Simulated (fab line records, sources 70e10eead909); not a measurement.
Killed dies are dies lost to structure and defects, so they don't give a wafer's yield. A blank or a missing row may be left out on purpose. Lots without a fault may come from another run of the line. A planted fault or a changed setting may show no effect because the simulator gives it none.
Which tool did it? | flow nand_harc | 13 lots, 39 wafers sampled, at 5 steps of a route of 1159

WHAT THE GAUGES READ, wafer by wafer
NHARC_THIN_TSV_CD_MEAS_16.
lot  | measured     | on        | cd_nm (nm)
L645 | day 18 16:19 | cd_sem-03 | 1000.3 999.6 1000.8
L646 | day 18 17:23 | cd_sem-02 | 1000.0 999.9 998.9
L647 | day 19 04:22 | cd_sem-03 | 1001.3 999.4 999.0
L649 | day 19 05:26 | cd_sem-01 | 998.7 997.9 998.7
L648 | day 19 06:55 | cd_sem-01 | 998.7 998.6 998.2
L650 | day 19 23:35 | cd_sem-01 | 1000.9 1001.0 1000.8
L652 | day 20 13:30 | cd_sem-02 | 1002.0 999.7 1000.8
L664 | day 23 09:51 | cd_sem-03 | 997.3 995.4 996.0
L665 | day 23 11:11 | cd_sem-01 | 1001.2 1001.9 1002.3
L667 | day 24 08:53 | cd_sem-01 | 1001.1 999.8 998.8
L668 | day 24 05:17 | cd_sem-03 | 999.1 999.8 999.9

NHARC_END_SORT_01.
lot  | measured     | on        | defect_limited_yield (%) | killed_at_array | killed_at_other | killed_at_periphery | killed_dies | killed_open | killed_short | sort_bin_2_pct (%) | sort_bin_3_pct (%) | sort_bin_4_pct (%) | sort_n_pass | sort_rim_yield_pct (%) | sort_yield_pct (%)
L645 | day 19 07:01 | prober-01 | 96.9 97.0 97.0           | 18 15 15        | 0 0 2           | 3 5 3               | 21 20 20    | 3 3 2       | 4 0 3        | 1.0 0.4 0.4        | 0.15 0.30 0.30     | 1.9 2.2 2.2        | 656 657 657 | 91.5 98.1 91.5         | 96.9 97.0 97.0
L646 | day 19 06:15 | prober-02 | 95.1 96.9 96.2           | 30 19 24        | 2 1 1           | 1 1 1               | 33 21 26    | 4 4 3       | 2 0 4        | 1.2 1.0 0.9        | 0.30 0.30 0        | 3.4 1.8 3.0        | 644 656 651 | 97.2 95.3 98.1         | 95.1 96.9 96.2
L648 | day 19 19:38 | prober-02 | 95.1 95.7 96.3           | 27 23 17        | 1 2 1           | 5 4 7               | 33 29 25    | 4 1 6       | 1 2 2        | 1.9 1.5 0.7        | 0.30 0.30 0        | 2.7 2.5 3.0        | 644 648 652 | 99.1 98.1 92.5         | 95.1 95.7 96.3
L658 | day 22 07:37 | prober-01 | 0 0 0                    | 45 45 35        | 0 0 0           | 632 632 642         | 677 677 677 | 4 2 7       | 1 3 1        | 95.1 95.9 96.0     | 0.30 0.30 0.30     | 4.6 3.8 3.7        | 0 0 0       | 0 0 0                  | 0 0 0
L655 | day 22 16:13 | prober-01 | 0 0 0                    | 29 28 37        | 0 0 0           | 648 649 640         | 677 677 677 | 8 7 6       | 2 2 1        | 96.8 96.3 96.0     | 0 0.30 0.44        | 3.2 3.4 3.5        | 0 0 0       | 0 0 0                  | 0 0 0
L665 | day 24 10:43 | prober-01 | 94.2 95.1 95.3           | 34 29 28        | 2 2 2           | 3 2 2               | 39 33 32    | 2 1 3       | 2 8 1        | 1.2 2.1 1.6        | 0.30 0.44 0.44     | 4.3 2.4 2.7        | 638 644 645 | 98.1 97.2 97.2         | 94.2 95.1 95.3

WHICH TOOL RAN EACH LOT (tool, then ch and the chambers of the sampled wafers, then the start)
lot  | NHARC_P_M2_PVD_21            | NHARC_THIN_TSV_DEGAS_49      | NHARC_THIN_TSV_DESCUM_35
L645 | pvd_sputter-02, day 5 22:28  | pvd_sputter-03, day 18 18:07 | rie_diel-10 ch 2,3, day 18 21:25
L646 | pvd_sputter-02, day 6 15:26  | pvd_sputter-03, day 18 19:43 | rie_diel-08 ch 1,2, day 18 23:01
L647 | pvd_sputter-03, day 6 16:21  | pvd_sputter-01, day 19 06:10 | rie_diel-13 ch 1,2,3, day 19 09:21
L649 | pvd_sputter-01, day 7 07:57  | pvd_sputter-01, day 19 07:14 | rie_diel-08 ch 1,2, day 19 10:33
L648 | pvd_sputter-03, day 7 08:35  | pvd_sputter-03, day 19 08:46 | rie_diel-13 ch 1,3, day 19 11:58
L650 | pvd_sputter-03, day 7 14:04  | pvd_sputter-01, day 20 02:38 | rie_diel-10 ch 1,2,3, day 20 06:04
L652 | pvd_sputter-03, day 7 19:01  | pvd_sputter-02, day 20 15:43 | rie_diel-08 ch 0,3, day 20 18:55
L658 | pvd_sputter-01, day 9 19:02  | -                            | -
L655 | pvd_sputter-01, day 10 00:44 | -                            | -
L664 | pvd_sputter-03, day 10 19:56 | pvd_sputter-02, day 23 21:29 | rie_diel-08 ch 1,2,3, day 24 00:41
L665 | pvd_sputter-03, day 10 20:29 | pvd_sputter-03, day 23 21:37 | rie_diel-10 ch 0,1,3, day 24 00:55
L667 | pvd_sputter-03, day 11 15:19 | pvd_sputter-01, day 24 12:01 | rie_diel-08 ch 0,3, day 24 15:10
L668 | pvd_sputter-02, day 11 19:48 | pvd_sputter-01, day 24 07:26 | rie_diel-10 ch 1,2,3, day 24 10:39
- NHARC_P_M2_PVD_21: deposits Cu, target thk 30 nm, time 20.49 s.
- NHARC_THIN_TSV_DEGAS_49: time 120 s.
- NHARC_THIN_TSV_DESCUM_35: chemistry O2, time 3 s.

WHAT THE TOOLS THEMSELVES READ (means of the sampled wafers that have a number; where no wafer has one, the mark that the record gives instead)
NHARC_P_M2_PVD_21.
lot  | tool           | throttle_valve_pct (%)
L645 | pvd_sputter-02 | 29.9
L646 | pvd_sputter-02 | 30.4
L647 | pvd_sputter-03 | 30.4
L649 | pvd_sputter-01 | 31.6
L648 | pvd_sputter-03 | 30.3
L650 | pvd_sputter-03 | 30.2
L652 | pvd_sputter-03 | 30.5
L658 | pvd_sputter-01 | 29.9
L655 | pvd_sputter-01 | 30.0
L664 | pvd_sputter-03 | 30.7
L665 | pvd_sputter-03 | 30.9
L667 | pvd_sputter-03 | 30.9
L668 | pvd_sputter-02 | 29.9

NHARC_THIN_TSV_DEGAS_49.
lot  | tool           | heater_power_w (W)
L645 | pvd_sputter-03 | 539
L646 | pvd_sputter-03 | 535
L647 | pvd_sputter-01 | 436
L649 | pvd_sputter-01 | 430
L648 | pvd_sputter-03 | 484
L650 | pvd_sputter-01 | 435
L652 | pvd_sputter-02 | 489
L664 | pvd_sputter-02 | 455
L665 | pvd_sputter-03 | 482
L667 | pvd_sputter-01 | 444
L668 | pvd_sputter-01 | 426

NHARC_THIN_TSV_DESCUM_35.
lot  | tool        | drypump_motor_current_A (A) | oes_product_au (a.u.) | rf_vpp_V (V) | showerhead_plenum_p_Torr (Torr) | throttle_valve_pct (%)
L645 | rie_diel-10 | 6.0                         | 1.004                 | 56.8         | 1.85                            | 11.316
L646 | rie_diel-08 | 5.7                         | 1.004                 | 57.6         | 1.96                            | 11.317
L647 | rie_diel-13 | 5.5                         | 1.002                 | 57.9         | 1.88                            | 11.306
L649 | rie_diel-08 | 5.8                         | 1.003                 | 57.7         | 1.89                            | 11.307
L648 | rie_diel-13 | 5.5                         | 0.996                 | 58.3         | 1.95                            | 11.318
L650 | rie_diel-10 | 5.9                         | 0.999                 | 57.3         | 1.85                            | 11.309
L652 | rie_diel-08 | 6.0                         | 1.012                 | 58.4         | 1.85                            | 11.314
L664 | rie_diel-08 | 5.6                         | 1.002                 | 57.3         | 1.89                            | 11.317
L665 | rie_diel-10 | 5.6                         | 0.995                 | 57.5         | 1.83                            | 11.315
L667 | rie_diel-08 | 5.7                         | 0.998                 | 56.9         | 1.83                            | 11.315
L668 | rie_diel-10 | 5.9                         | 0.997                 | 59.0         | 1.84                            | 11.308

THE ANSWER, worked out from the rows above alone
Rule: what is usual is taken from the lots themselves. Put in order of their means at a reading, lots are off if they are a third of the lots or fewer, leave a main group of 4 or more, and stand apart from it by a gap of 3 or more times the standard deviation of the main group's means; of several such gaps the widest counts. A main group whose means are all the same, to the digits that the tables above print for the reading, isn't used. A lot without any number at a reading at which 4 lots or more have one is off too. The other lots that the step has rows for count as sound. The gauges are gone through in route order, then the tools' own readings, and for those a lot's mean is taken as printed above. The first step at which some lot is off is used, and at that step the reading that is off furthest; a lot without a number counts as furthest.
Off: L658, L655, at NHARC_END_SORT_01 (killed_at_periphery). The main group: mean 3.1, standard deviation 1.6. Neither off nor sound, because the step has no rows for them: L647, L649, L650, L652, L664, L667, L668.
A tool fits if, at a process step before that reading, it ran every lot that is off, and no sound lot after the first of them. The gauges at NHARC_END_SORT_01 are tried like those tools. One fits: pvd_sputter-01 at NHARC_P_M2_PVD_21. It ran no sound lot before its first lot that is off in this sample, so the start can't be narrowed down.

WHAT THE SIMULATOR HAD PUT IN
Process parameter drift: pvd_sputter-01, from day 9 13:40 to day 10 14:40, at NHARC_P_M2_PVD_21. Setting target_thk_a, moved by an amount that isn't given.
Lots struck among those shown: L658, L655. The rule above found the same.
